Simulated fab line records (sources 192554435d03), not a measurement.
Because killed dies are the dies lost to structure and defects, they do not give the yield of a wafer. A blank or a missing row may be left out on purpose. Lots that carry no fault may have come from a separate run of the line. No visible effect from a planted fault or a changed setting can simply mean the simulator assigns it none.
A single fault, viewed from 3 desks + flow n5_finfet + what lay behind the numbers comes last; until then each desk has only its own

TOOL OWNER'S DESK, arfi_scanner-01
The tool's own readings at N5_BEOL_M7_EXPOSE_08 (exposes mask M7): means of the sampled wafers that have a number, for each lot that ran on this tool. The brackets show how far a lot's mean lies from the usual mean; more than 4 standard deviations puts the lot out of limits, marked OUT.
Columns: A = stage_vel_mm_s at N5_BEOL_M7_EXPOSE_08, usual 500.02 mm/s
| lot  | first seen here | A      |
|------|-----------------|--------|
| L424 | day 11 12:32    | 500.16 |
| L427 | day 12 06:38    | 499.83 |
| L430 | day 13 06:59    | 500.19 |
This desk found nothing out of limits on any of the 3 lots.

THE METROLOGY DESK
Lot by lot, what the gauges showed, no matter which tool ran the lot: averages of those sampled wafers that carry a number. The brackets show how far a lot's mean lies from the usual mean; more than 4 standard deviations puts the lot out of limits, marked OUT.
Columns: A = M6_RS at N5_BEOL_M6_RS_MEAS_57, usual 0.287 ohm/sq; B = M7_ILD_THK at N5_BEOL_M7_THK_MEAS_01, usual 154.7 nm
| lot  | first seen here | A     | B     |
|------|-----------------|-------|-------|
| L417 | day 9 05:50     | 0.290 | 152.7 |
| L424 | day 11 09:56    | 0.287 | 155.4 |
| L427 | day 12 04:42    | 0.289 | 154.9 |
| L430 | day 13 04:16    | 0.292 | 157.4 |
| L435 | day 14 08:21    | 0.275 | 154.9 |
| L437 | day 15 00:20    | 0.291 | 156.2 |
This desk found nothing out of limits on any of the 6 lots.

THE DEFECT DESK
What the inspections along the route counted, lot by lot: means of the sampled wafers that have a number. The brackets show how far a lot's mean lies from the usual mean; more than 4 standard deviations puts the lot out of limits, marked OUT.
Columns: A = raw_defect_count at N5_BEOL_M6_INSPECT_58, usual 73
| lot  | first seen here | A   |
|------|-----------------|-----|
| L417 | day 9 05:52     | 127 |
| L424 | day 11 09:57    | 73  |
| L427 | day 12 04:44    | 73  |
| L430 | day 13 04:17    | 80  |
| L435 | day 14 08:23    | 83  |
| L437 | day 15 00:21    | 76  |
This desk found nothing out of limits on any of the 6 lots.

BROUGHT TOGETHER
The tool owner's desk saw nothing out of limits.
Metrology desk: nothing out of limits seen.
Nothing out of limits was seen by the defect desk.

WHAT WAS PUT IN BY THE SIMULATOR
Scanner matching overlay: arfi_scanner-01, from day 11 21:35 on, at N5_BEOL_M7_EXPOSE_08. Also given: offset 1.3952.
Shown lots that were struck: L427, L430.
